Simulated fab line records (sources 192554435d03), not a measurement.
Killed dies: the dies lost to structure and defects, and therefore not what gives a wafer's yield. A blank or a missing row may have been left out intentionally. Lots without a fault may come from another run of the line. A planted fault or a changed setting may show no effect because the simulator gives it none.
Split-lot trial ; flow n5Finfet ; 21 wafers read across 7 lots, on a route 1938 steps long

THE SPLIT
At N5_BEOL_M12_SPUTTER_44 (material Ta, target thk 10 nm, time 16.13 s), the setting timeS was moved away from the recipe's 16.13 s on 4 of the 21 wafers read, by -9.8% to +9.0%. The other wafers ran this setting at the recipe's value.

The reading is taken at the split's own step.

THE READING
Ta_of_BEOL_M12_SPUTTER_44.thkNm (the simulator's own value, which no gauge read), in nm, at N5_BEOL_M12_SPUTTER_44 (material Ta, target thk 10 nm, time 16.13 s). The file gives no usual value for it. The 17 wafers here that ran the recipe average 10.0 nm, standard deviation 0.11 nm.

wafer;tool, chamber at the split;timeS as run, s;against the recipe;Ta_of_BEOL_M12_SPUTTER_44.thkNm, nm;against lot-mates on the recipe
L080.1;pvdSputter-02, -;16.13;recipe;9.8;-
L080.2;pvdSputter-02, -;16.13;recipe;10;-
L080.4;pvdSputter-02, -;15.39;-4.6%;9.4;-0.5
L079.2;pvdSputter-01, -;16.13;recipe;10.2;-
L079.3;pvdSputter-01, -;16.13;recipe;10.2;-
L079.4;pvdSputter-01, -;16.13;recipe;10;-
L085.2;pvdSputter-02, -;16.13;recipe;10;-
L085.4;pvdSputter-02, -;16.13;recipe;10;-
L085.6;pvdSputter-02, -;16.13;recipe;10;-
L094.2;pvdSputter-01, -;16.13;recipe;10;-
L094.5;pvdSputter-01, -;16.13;recipe;10;-
L094.6;pvdSputter-01, -;16.13;recipe;10;-
L093.2;pvdSputter-01, -;16.13;recipe;10;-
L093.3;pvdSputter-01, -;16.13;recipe;10.2;-
L093.4;pvdSputter-01, -;17.58;+9.0%;10.8;+0.7
L095.2;pvdSputter-03, -;16.13;recipe;10;-
L095.5;pvdSputter-03, -;16.13;recipe;10;-
L095.4;pvdSputter-03, -;15.32;-5.0%;9.4;-0.6
L097.1;pvdSputter-02, -;14.55;-9.8%;9.2;-1.0
L097.3;pvdSputter-02, -;16.13;recipe;10.2;-
L097.6;pvdSputter-02, -;16.13;recipe;10.2;-

FIT RESULTS
A straight line over all 21 wafers: Ta_of_BEOL_M12_SPUTTER_44.thkNm changes by +0.0945 nm for each +1% of timeS; r = +0.93; the points scatter about the line by 0.12 nm.
The same after taking each lot's own level away (the mean of its wafers on the recipe; 21 wafers): +0.095 nm for each +1%; r = +0.97; scatter 0.075 nm.
Per that fit: largest timeS move, reading shift of 0.93 nm.
Measured against the standard deviation above, the lots' own levels, which go from 9.90 to 10.20 nm, span 2.7 times it.
Hence the lot-to-lot level has little effect on the slope; both slopes agree.
Check: for one of the wafers moved furthest among these (-9.8%), held out of the fit, the line's prediction against its lot-mates is -0.91 nm. It came out at -1 nm against them.

OTHER SPLITS APPLIED TO THESE WAFERS
Note: prior to the reading, these wafers also went through further splits. Each is held against what the fit with the lots' levels taken away leaves over:
other split on the same wafers;wafers away from the commonest value;r with Ta_of_BEOL_M12_SPUTTER_44.thkNm (lot level and that fit taken away)
N5_BEOL_M10_COAT_60 spinRpm;5;-0.22
N5_BEOL_M11_COAT_63 spinRpm;7;+0.16
N5_BEOL_M11_PEB_26 pebTimeS;5;+0.48
N5_BEOL_M11_ETCH_66 timeS;10;+0.02
N5_BEOL_M11_ETCH_41 timeS;6;+0.00
N5_BEOL_M12_TRENCH_ETCH_34 timeS;5;+0.22

THE FILE'S OWN FIT
Ta_of_BEOL_M12_SPUTTER_44.thkNm changes by +0.0959 nm for each +1% of timeS, r = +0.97.
